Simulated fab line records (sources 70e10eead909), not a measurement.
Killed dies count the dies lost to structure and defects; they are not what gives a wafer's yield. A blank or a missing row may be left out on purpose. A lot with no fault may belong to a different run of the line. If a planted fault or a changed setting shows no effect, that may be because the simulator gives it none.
Chamber matching || flow nand_harc || NHARC_A_CONTACT_ALD_18 on ald_metal-01 has 4 sister chambers
The step deposits TiN, target thk 3 nm, pulse time 1 s, ald cycles 150. 8 wafers are shown with their chamber, then 11 later ones without.

== WAFERS WITH THEIR CHAMBER ==
{"wafer": "L082.2", "chamber": 1, "heater_power_w (W)": 1092, "precursor_pulse_height_rel": 0.982}
{"wafer": "L085.4", "chamber": 2, "heater_power_w (W)": 909, "precursor_pulse_height_rel": 0.998}
{"wafer": "L087.2", "chamber": 0, "heater_power_w (W)": 1086, "precursor_pulse_height_rel": 0.965}
{"wafer": "L087.3", "chamber": 0, "heater_power_w (W)": 1082, "precursor_pulse_height_rel": 0.985}
{"wafer": "L090.1", "chamber": 2, "heater_power_w (W)": 921, "precursor_pulse_height_rel": 0.996}
{"wafer": "L090.5", "chamber": 1, "heater_power_w (W)": 1098, "precursor_pulse_height_rel": 1.066}
{"wafer": "L090.6", "chamber": 3, "heater_power_w (W)": 1208, "precursor_pulse_height_rel": 1.028}
{"wafer": "L091.2", "chamber": 3, "heater_power_w (W)": 1163, "precursor_pulse_height_rel": 1.019}

== WAFERS WITH NO CHAMBER GIVEN ==
{"wafer": "L091.4", "heater_power_w (W)": 1083, "precursor_pulse_height_rel": 0.996}
{"wafer": "L091.6", "heater_power_w (W)": 928, "precursor_pulse_height_rel": 1.001}
{"wafer": "L095.3", "heater_power_w (W)": 1164, "precursor_pulse_height_rel": 0.984}
{"wafer": "L095.5", "heater_power_w (W)": 1207, "precursor_pulse_height_rel": 0.996}
{"wafer": "L095.6", "heater_power_w (W)": 1089, "precursor_pulse_height_rel": 0.998}
{"wafer": "L096.4", "heater_power_w (W)": 1217, "precursor_pulse_height_rel": 0.986}
{"wafer": "L096.5", "heater_power_w (W)": 1100, "precursor_pulse_height_rel": 0.976}
{"wafer": "L096.6", "heater_power_w (W)": 981, "precursor_pulse_height_rel": 1.016}
{"wafer": "L097.3", "heater_power_w (W)": 994, "precursor_pulse_height_rel": 1.021}
{"wafer": "L097.5", "heater_power_w (W)": 1181, "precursor_pulse_height_rel": 0.985}
{"wafer": "L097.6", "heater_power_w (W)": 998, "precursor_pulse_height_rel": 1.006}

== WHICH CHAMBER EACH WENT THROUGH ==
{"wafer": "L091.4", "from the rows above": "can't be placed: 0 or 1", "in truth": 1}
{"wafer": "L091.6", "from the rows above": 2, "in truth": 2}
{"wafer": "L095.3", "from the rows above": 3, "in truth": 3}
{"wafer": "L095.5", "from the rows above": 3, "in truth": 3}
{"wafer": "L095.6", "from the rows above": "can't be placed: 0 or 1", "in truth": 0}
{"wafer": "L096.4", "from the rows above": 3, "in truth": 3}
{"wafer": "L096.5", "from the rows above": "can't be placed: 0 or 1", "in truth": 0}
{"wafer": "L096.6", "from the rows above": 2, "in truth": 2}
{"wafer": "L097.3", "from the rows above": "can't be placed: 2 or 0 or 1", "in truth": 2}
{"wafer": "L097.5", "from the rows above": 3, "in truth": 3}
{"wafer": "L097.6", "from the rows above": "can't be placed: 2 or 0 or 1", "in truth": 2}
6 of 11 placed correctly. Not placeable from these rows: 5 (in 5, the candidates include the true chamber). Wrongly placed: 0.
How it was worked out, from the rows above alone: a wafer's distance from a chamber is the root of the sum, over the readings, of the square of ((its reading less the chamber's mean) divided by the reading's scatter). The wafer belongs to the nearest chamber; if the next one is less than 2 further off, it can't be placed. For every chamber, the mean is computed from those of its wafers that are shown. How the scatter is found: for the shown wafers, subtract from each reading the mean of its chamber, square and add these, divide the total by (wafers less chambers), then take the root.
